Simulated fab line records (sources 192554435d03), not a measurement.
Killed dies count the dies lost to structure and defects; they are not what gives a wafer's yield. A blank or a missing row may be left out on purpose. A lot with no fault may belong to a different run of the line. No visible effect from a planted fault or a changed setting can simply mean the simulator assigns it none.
Matching of chambers	flow n5 finfet	N5_GATE_CUT_CMP_61 on cmp-01 has 4 sister chambers
The step polishes, stops on SiNx, t overpolish 3 s. 8 wafers are shown with their chamber, then 10 later ones without.

EACH WAFER AND ITS CHAMBER
wafer	chamber	motor current A (A)	slurry filter dp kPa (kPa)
L076.4	2	11.1	13.50
L081.2	0	11.9	13.49
L081.3	1	12.0	13.28
L083.1	3	13.0	13.41
L083.3	0	11.8	13.49
L083.5	2	11.2	13.46
L084.3	1	11.4	13.57
L084.5	3	13.4	13.84

WAFERS WHOSE CHAMBER IS MISSING
wafer	motor current A (A)	slurry filter dp kPa (kPa)
L084.6	11.6	13.73
L089.2	12.1	13.46
L089.3	13.5	13.36
L089.5	11.5	13.46
L092.3	12.7	13.52
L092.4	13.3	13.41
L092.5	10.6	13.44
L097.1	12.2	13.31
L097.2	11.3	13.57
L097.4	12.6	13.57

EACH ONE'S CHAMBER
wafer	from the rows above	in truth
L084.6	can't be placed: 0 or 1 or 2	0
L089.2	can't be placed: 0 or 1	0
L089.3	3	3
L089.5	can't be placed: 1 or 2 or 0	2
L092.3	can't be placed: 3 or 0 or 1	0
L092.4	3	3
L092.5	2	2
L097.1	can't be placed: 0 or 1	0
L097.2	can't be placed: 2 or 1 or 0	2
L097.4	can't be placed: 3 or 0 or 1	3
Placed correctly: 3 of 10. These rows do not allow placing 7 (true chamber among the candidates in 7). Placed wrongly: 0.
How it was worked out, from the rows above alone: a wafer's distance from a chamber is the root of the sum, over the readings, of the square of ((its reading less the chamber's mean) divided by the reading's scatter). If the next closest chamber is less than 2 further off than the closest, the wafer can't be placed; otherwise it belongs to the closest. For every chamber, the mean is computed from those of its wafers that are shown. The scatter: the root of (the sum of the squares of (reading less its chamber's mean) over the shown wafers, divided by (wafers less chambers)).
